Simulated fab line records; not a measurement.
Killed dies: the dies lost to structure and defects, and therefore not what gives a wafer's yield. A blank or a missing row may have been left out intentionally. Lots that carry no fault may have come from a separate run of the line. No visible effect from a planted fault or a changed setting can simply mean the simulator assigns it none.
Lot-split experiment :: flow n5_finfet :: route with 1938 steps; 7 lots, 39 wafers read

## ON THE SPLIT
At N5_BEOL_M0_ALD_136 (deposits TaN, pulse time 2 s, purge time 3 s, co reactant purge time 2 s), the setting ald_cycles was moved away from the recipe's 30 on 9 of the 39 wafers read, by +20.0% to +56.7%. This setting was run at the recipe's value on the other wafers.

## FROM THE SPLIT TO THE READING: what the file shows between them, 4 steps
- N5_BEOL_M0_SURFACE_TREAT_137
- N5_BEOL_M0_CVD_115: deposits Co from CCTBA/H2, time 120 s
- N5_BEOL_M0_ECD_118: material Cu, target thk 300 nm
- N5_BEOL_M0_ANNEAL_119: time 90 s

## THE READING
barrier_field_endpoint_s, in s, at N5_BEOL_M0_CMP_120 (polishes, stops on SiOC, t overpolish 6.9 s). A value of 3.66 s with a standard deviation of 0.14 s is what fault-free wafers of this fab line usually give.

wafer: L077.1
tool, chamber at the split: ald_metal-02, 2,3,0
ald_cycles as run: 30
against the recipe: recipe
barrier_field_endpoint_s, s: 3.66
against lot-mates on the recipe: -

wafer: L077.3
tool, chamber at the split: ald_metal-02, 0,1,3
ald_cycles as run: 47
against the recipe: +56.7%
barrier_field_endpoint_s, s: 4.61
against lot-mates on the recipe: +0.95

wafer: L077.2
tool, chamber at the split: ald_metal-02, 0,1,3
ald_cycles as run: 47
against the recipe: +56.7%
barrier_field_endpoint_s, s: 4.62
against lot-mates on the recipe: +0.96

wafer: L077.4
tool, chamber at the split: ald_metal-02, 2,3,0
ald_cycles as run: 30
against the recipe: recipe
barrier_field_endpoint_s, s: 3.68
against lot-mates on the recipe: -

wafer: L077.6
tool, chamber at the split: ald_metal-02, 0,1,3
ald_cycles as run: 47
against the recipe: +56.7%
barrier_field_endpoint_s, s: 4.68
against lot-mates on the recipe: +1.02

wafer: L077.5
tool, chamber at the split: ald_metal-02, 2,3,0
ald_cycles as run: 30
against the recipe: recipe
barrier_field_endpoint_s, s: 3.64
against lot-mates on the recipe: -

wafer: L079.2
tool, chamber at the split: ald_metal-01, 2,1,3,3,2
ald_cycles as run: 30
against the recipe: recipe
barrier_field_endpoint_s, s: 3.72
against lot-mates on the recipe: -

wafer: L079.4
tool, chamber at the split: ald_metal-01, 2,1,3,3,2
ald_cycles as run: 30
against the recipe: recipe
barrier_field_endpoint_s, s: 3.95
against lot-mates on the recipe: -

wafer: L079.3
tool, chamber at the split: ald_metal-01, 0
ald_cycles as run: 30
against the recipe: recipe
barrier_field_endpoint_s, s: 3.90
against lot-mates on the recipe: -

wafer: L079.1
tool, chamber at the split: ald_metal-01, 2,1,3,3,2
ald_cycles as run: 30
against the recipe: recipe
barrier_field_endpoint_s, s: 3.73
against lot-mates on the recipe: -

wafer: L079.5
tool, chamber at the split: ald_metal-01, 2,1,3,3,2
ald_cycles as run: 30
against the recipe: recipe
barrier_field_endpoint_s, s: 3.71
against lot-mates on the recipe: -

wafer: L079.6
tool, chamber at the split: ald_metal-01, 2,1,3,3,2
ald_cycles as run: 30
against the recipe: recipe
barrier_field_endpoint_s, s: 3.90
against lot-mates on the recipe: -

wafer: L090.2
tool, chamber at the split: ald_metal-04, 3,2,0
ald_cycles as run: 30
against the recipe: recipe
barrier_field_endpoint_s, s: 3.73
against lot-mates on the recipe: -

wafer: L090.1
tool, chamber at the split: ald_metal-04, 3,2,0
ald_cycles as run: 30
against the recipe: recipe
barrier_field_endpoint_s, s: 3.87
against lot-mates on the recipe: -

wafer: L090.5
tool, chamber at the split: ald_metal-04, 3,2,0
ald_cycles as run: 30
against the recipe: recipe
barrier_field_endpoint_s, s: 3.65
against lot-mates on the recipe: -

wafer: L092.3
tool, chamber at the split: ald_metal-02, 0,3,1,1,3,0
ald_cycles as run: 30
against the recipe: recipe
barrier_field_endpoint_s, s: 3.58
against lot-mates on the recipe: -

wafer: L092.4
tool, chamber at the split: ald_metal-02, 0,3,1,1,3,0
ald_cycles as run: 30
against the recipe: recipe
barrier_field_endpoint_s, s: 3.55
against lot-mates on the recipe: -

wafer: L092.1
tool, chamber at the split: ald_metal-02, 0,3,1,1,3,0
ald_cycles as run: 30
against the recipe: recipe
barrier_field_endpoint_s, s: 3.74
against lot-mates on the recipe: -

wafer: L092.2
tool, chamber at the split: ald_metal-02, 0,3,1,1,3,0
ald_cycles as run: 30
against the recipe: recipe
barrier_field_endpoint_s, s: 3.51
against lot-mates on the recipe: -

wafer: L092.6
tool, chamber at the split: ald_metal-02, 0,3,1,1,3,0
ald_cycles as run: 30
against the recipe: recipe
barrier_field_endpoint_s, s: 3.47
against lot-mates on the recipe: -

wafer: L092.5
tool, chamber at the split: ald_metal-02, 0,3,1,1,3,0
ald_cycles as run: 30
against the recipe: recipe
barrier_field_endpoint_s, s: 3.67
against lot-mates on the recipe: -

wafer: L093.4
tool, chamber at the split: ald_metal-04, 1,0,3
ald_cycles as run: 36
against the recipe: +20.0%
barrier_field_endpoint_s, s: 3.93
against lot-mates on the recipe: +0.38

wafer: L093.1
tool, chamber at the split: ald_metal-04, 3
ald_cycles as run: 30
against the recipe: recipe
barrier_field_endpoint_s, s: 3.40
against lot-mates on the recipe: -

wafer: L093.2
tool, chamber at the split: ald_metal-04, 1,0,3
ald_cycles as run: 36
against the recipe: +20.0%
barrier_field_endpoint_s, s: 3.86
against lot-mates on the recipe: +0.31

wafer: L093.3
tool, chamber at the split: ald_metal-04, 2
ald_cycles as run: 30
against the recipe: recipe
barrier_field_endpoint_s, s: 3.68
against lot-mates on the recipe: -

wafer: L093.6
tool, chamber at the split: ald_metal-04, 1,0,3
ald_cycles as run: 36
against the recipe: +20.0%
barrier_field_endpoint_s, s: 3.94
against lot-mates on the recipe: +0.39

wafer: L093.5
tool, chamber at the split: ald_metal-04, 2
ald_cycles as run: 30
against the recipe: recipe
barrier_field_endpoint_s, s: 3.56
against lot-mates on the recipe: -

wafer: L095.3
tool, chamber at the split: ald_metal-02, 0,2,2
ald_cycles as run: 39
against the recipe: +30.0%
barrier_field_endpoint_s, s: 3.95
against lot-mates on the recipe: +0.48

wafer: L095.2
tool, chamber at the split: ald_metal-02, 3
ald_cycles as run: 30
against the recipe: recipe
barrier_field_endpoint_s, s: 3.37
against lot-mates on the recipe: -

wafer: L095.1
tool, chamber at the split: ald_metal-02, 1
ald_cycles as run: 30
against the recipe: recipe
barrier_field_endpoint_s, s: 3.41
against lot-mates on the recipe: -

wafer: L095.4
tool, chamber at the split: ald_metal-02, 0,2,2
ald_cycles as run: 39
against the recipe: +30.0%
barrier_field_endpoint_s, s: 3.96
against lot-mates on the recipe: +0.49

wafer: L095.5
tool, chamber at the split: ald_metal-02, 1
ald_cycles as run: 30
against the recipe: recipe
barrier_field_endpoint_s, s: 3.62
against lot-mates on the recipe: -

wafer: L095.6
tool, chamber at the split: ald_metal-02, 0,2,2
ald_cycles as run: 39
against the recipe: +30.0%
barrier_field_endpoint_s, s: 3.92
against lot-mates on the recipe: +0.45

wafer: L097.2
tool, chamber at the split: ald_metal-02, 2,3
ald_cycles as run: 30
against the recipe: recipe
barrier_field_endpoint_s, s: 3.52
against lot-mates on the recipe: -

wafer: L097.3
tool, chamber at the split: ald_metal-02, 0,3,1,0
ald_cycles as run: 30
against the recipe: recipe
barrier_field_endpoint_s, s: 3.47
against lot-mates on the recipe: -

wafer: L097.1
tool, chamber at the split: ald_metal-02, 0,3,1,0
ald_cycles as run: 30
against the recipe: recipe
barrier_field_endpoint_s, s: 3.51
against lot-mates on the recipe: -

wafer: L097.4
tool, chamber at the split: ald_metal-02, 0,3,1,0
ald_cycles as run: 30
against the recipe: recipe
barrier_field_endpoint_s, s: 3.44
against lot-mates on the recipe: -

wafer: L097.5
tool, chamber at the split: ald_metal-02, 0,3,1,0
ald_cycles as run: 30
against the recipe: recipe
barrier_field_endpoint_s, s: 3.51
against lot-mates on the recipe: -

wafer: L097.6
tool, chamber at the split: ald_metal-02, 2,3
ald_cycles as run: 30
against the recipe: recipe
barrier_field_endpoint_s, s: 3.61
against lot-mates on the recipe: -
Rows listing several chambers each stand for several wafers; the file does not say which wafer went through which chamber.

THE FIT
A straight line over all 39 wafers: barrier_field_endpoint_s changes by +0.0163 s for each +1% of ald_cycles; r = +0.88; the points scatter about the line by 0.15 s.
The same after taking each lot's own level away (the mean of its wafers on the recipe; 39 wafers): +0.0171 s for each +1%; r = +0.96; scatter 0.081 s.
That fit puts the effect of the largest move of ald_cycles on the reading at 0.97 s.
The span of the lots' own levels, 3.467 to 3.818 s, comes to 2.5 times the standard deviation stated above.
Hence the lot-to-lot level has little effect on the slope; both slopes agree.
Check: for one of the wafers moved furthest among these (+56.7%), held out of the fit, the line's prediction against its lot-mates is +0.971 s. It came out at +0.95 s against them.

## THESE WAFERS: OTHER SPLITS
Before the reading, these wafers also passed through other splits. Each is held against what the fit with the lots' levels taken away leaves over:
other split on the same wafers: N5_DUMMY_GATE_ALD_02 target_thk_a
wafers away from the commonest value: 18
r with barrier_field_endpoint_s (lot level and that fit taken away): -0.06

other split on the same wafers: N5_GATE_CUT_ALD_22 ald_cycles
wafers away from the commonest value: 12
r with barrier_field_endpoint_s (lot level and that fit taken away): +0.03

## THE WHOLE CHAIN: every reading that the file lists as answering this split, in the file's order
step: N5_BEOL_M0_ALD_136
what it does: deposits TaN, pulse time 2 s, purge time 3 s, co reactant purge time 2 s
reading: TaN_of_BEOL_M0_ALD_136.thk_nm (the simulator's own value, which no gauge read)
change (the file's fit): withheld for each +1% of the setting
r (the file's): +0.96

step: N5_BEOL_M0_CMP_120
what it does: polishes, stops on SiOC, t overpolish 6.9 s
reading: barrier_field_endpoint_s
change (the file's fit): +0.0171 s for each +1% of the setting
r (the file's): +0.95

## FILE'S OWN FIT
barrier_field_endpoint_s changes by +0.0171 s for each +1% of ald_cycles, r = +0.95.
